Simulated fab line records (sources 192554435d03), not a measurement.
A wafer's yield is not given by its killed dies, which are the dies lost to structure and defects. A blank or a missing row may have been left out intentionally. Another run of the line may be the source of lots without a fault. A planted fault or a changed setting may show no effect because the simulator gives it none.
Matching of chambers | flow n5_finfet | N5_SD_EPI_N_ETCH_16 on rie_diel-01 has 4 sister chambers
The step etches SiO2 in CHF3/O2, target depth 5 nm. 20 wafers are shown with their chamber, then 10 later ones without.

## WAFERS PAIRED WITH THEIR CHAMBERS
wafer  | chamber | showerhead_plenum_p_Torr (Torr) | drypump_motor_current_A (A) | throttle_valve_pct (%)
L075.1 | 1       | 2.56                            | 5.6                         | 18.62
L075.2 | 3       | 2.53                            | 6.2                         | 18.79
L075.5 | 1       | 2.56                            | 5.6                         | 18.62
L076.2 | 2       | 2.49                            | 5.0                         | 19.19
L076.4 | 3       | 2.52                            | 6.2                         | 18.80
L076.5 | 0       | 2.33                            | 5.6                         | 19.10
L077.3 | 0       | 2.33                            | 5.6                         | 19.11
L077.5 | 0       | 2.33                            | 5.6                         | 19.09
L077.6 | 3       | 2.52                            | 6.2                         | 18.78
L082.1 | 2       | 2.48                            | 5.0                         | 19.23
L082.3 | 0       | 2.33                            | 5.6                         | 19.12
L082.5 | 0       | 2.33                            | 5.6                         | 19.12
L085.2 | 1       | 2.55                            | 5.6                         | 18.66
L085.5 | 3       | 2.52                            | 6.2                         | 18.84
L085.6 | 2       | 2.48                            | 5.1                         | 19.23
L086.3 | 0       | 2.32                            | 5.6                         | 19.12
L086.4 | 1       | 2.56                            | 5.6                         | 18.67
L086.5 | 3       | 2.52                            | 6.2                         | 18.82
L087.1 | 0       | 2.32                            | 5.7                         | 19.13
L087.4 | 2       | 2.48                            | 5.1                         | 19.24

SIGNATURES, as means of the wafers listed above
reading                  | chamber 0 | chamber 1 | chamber 2 | chamber 3 | scatter within a chamber
showerhead_plenum_p_Torr | 2.3271    | 2.5575    | 2.4825    | 2.5220    | 0.00483
drypump_motor_current_A  | 5.614     | 5.600     | 5.050     | 6.200     | 0.0341
throttle_valve_pct       | 19.1129   | 18.6425   | 19.2225   | 18.8060   | 0.0209
Rule: for a wafer and a chamber, the distance is found by dividing, reading by reading, the gap between the wafer's reading and the chamber's mean by the reading's scatter, squaring, summing and taking the root. If the next closest chamber is less than 2 further off than the closest, the wafer can't be placed; otherwise it belongs to the closest. How the scatter is found: for the shown wafers, subtract from each reading the mean of its chamber, square and add these, divide the total by (wafers less chambers), then take the root.

## WAFERS WITH NO CHAMBER GIVEN
wafer  | showerhead_plenum_p_Torr (Torr) | drypump_motor_current_A (A) | throttle_valve_pct (%)
L087.5 | 2.32                            | 5.6                         | 19.13
L089.1 | 2.32                            | 5.6                         | 19.12
L089.2 | 2.48                            | 5.0                         | 19.25
L089.4 | 2.48                            | 5.0                         | 19.26
L091.3 | 2.32                            | 5.6                         | 19.15
L091.4 | 2.55                            | 5.6                         | 18.67
L091.6 | 2.51                            | 6.2                         | 18.84
L093.1 | 2.51                            | 6.2                         | 18.85
L093.4 | 2.55                            | 5.6                         | 18.68
L093.6 | 2.51                            | 6.2                         | 18.84

## EACH ONE'S CHAMBER
wafer  | from the rows above | in truth
L087.5 | 0                   | 0
L089.1 | 0                   | 0
L089.2 | 2                   | 2
L089.4 | 2                   | 2
L091.3 | 0                   | 0
L091.4 | 1                   | 1
L091.6 | 3                   | 3
L093.1 | 3                   | 3
L093.4 | 1                   | 1
L093.6 | 3                   | 3
Placed correctly: 10 of 10. From these rows, 0 cannot be placed. Number placed wrongly: 0.
